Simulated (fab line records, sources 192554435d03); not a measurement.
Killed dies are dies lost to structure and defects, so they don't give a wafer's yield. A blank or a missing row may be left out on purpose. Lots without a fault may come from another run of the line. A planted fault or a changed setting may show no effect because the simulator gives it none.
One fault seen from 3 desks | flow n5_finfet | each desk has only its own numbers; what lay behind them comes last

THE TOOL OWNER'S DESK: rie_metal-01
The tool's own readings at N5_BEOL_M11_HM_OPEN_17 (chemistry Cl2/BCl3, target TiN, target depth 20 nm, overetch 6 nm): means of the sampled wafers that have a number, for each lot that ran on this tool. A lot is out of limits, marked OUT, if its mean lies more than 4 standard deviations from the usual mean; the brackets give that distance.
Columns: A = drypump_motor_current_A at N5_BEOL_M11_HM_OPEN_17, usual 5.6 A; B = oes_product_au at N5_BEOL_M11_HM_OPEN_17, usual 0.72 a.u.; C = throttle_valve_pct at N5_BEOL_M11_HM_OPEN_17, usual 22.07 %
lot  | first seen here | A   | B    | C
L529 | day 12 12:40    | 5.4 | 0.61 | 22.08
L528 | day 12 12:47    | 5.4 | 0.61 | 22.08
L542 | day 15 08:33    | 5.6 | 0.78 | 21.81
L539 | day 15 11:57    | 5.6 | 0.79 | 21.80
This desk's finding: nothing out of limits on any of the 4 lots.

THE METROLOGY DESK
What the gauges read, lot by lot, whatever tool the lot ran on: means of the sampled wafers that have a number. A lot is out of limits, marked OUT, if its mean lies more than 4 standard deviations from the usual mean; the brackets give that distance.
Columns: A = cd_nm at N5_BEOL_M11_CD_MEAS_11, usual 64.7 nm; B = M11_OVL at N5_BEOL_M11_OVL_MEAS_12, usual -0.1 nm
lot  | first seen here | A    | B
L529 | day 12 12:19    | 64.8 | -0.1
L528 | day 12 12:25    | 64.5 | -0.4
L533 | day 13 03:14    | 65.1 | 0.5
L542 | day 15 08:11    | 64.7 | -1.6
L539 | day 15 11:27    | 64.8 | 0.1
L546 | day 16 18:41    | 64.8 | 0.7
This desk's finding: nothing out of limits on any of the 6 lots.

THE DEFECT DESK
What the inspections along the route counted, lot by lot: means of the sampled wafers that have a number. A lot is out of limits, marked OUT, if its mean lies more than 4 standard deviations from the usual mean; the brackets give that distance.
Columns: A = raw_defect_count at N5_BEOL_M11_INSPECT_13, usual 428
lot  | first seen here | A
L529 | day 12 12:22    | 334
L528 | day 12 12:29    | 658
L533 | day 13 03:18    | 459
L542 | day 15 08:14    | 482
L539 | day 15 11:30    | 434
L546 | day 16 18:44    | 379
This desk's finding: nothing out of limits on any of the 6 lots.

PUT TOGETHER
The tool owner's desk saw nothing out of limits.
The metrology desk saw nothing out of limits.
The defect desk saw nothing out of limits.

WHAT THE SIMULATOR HAD PUT IN
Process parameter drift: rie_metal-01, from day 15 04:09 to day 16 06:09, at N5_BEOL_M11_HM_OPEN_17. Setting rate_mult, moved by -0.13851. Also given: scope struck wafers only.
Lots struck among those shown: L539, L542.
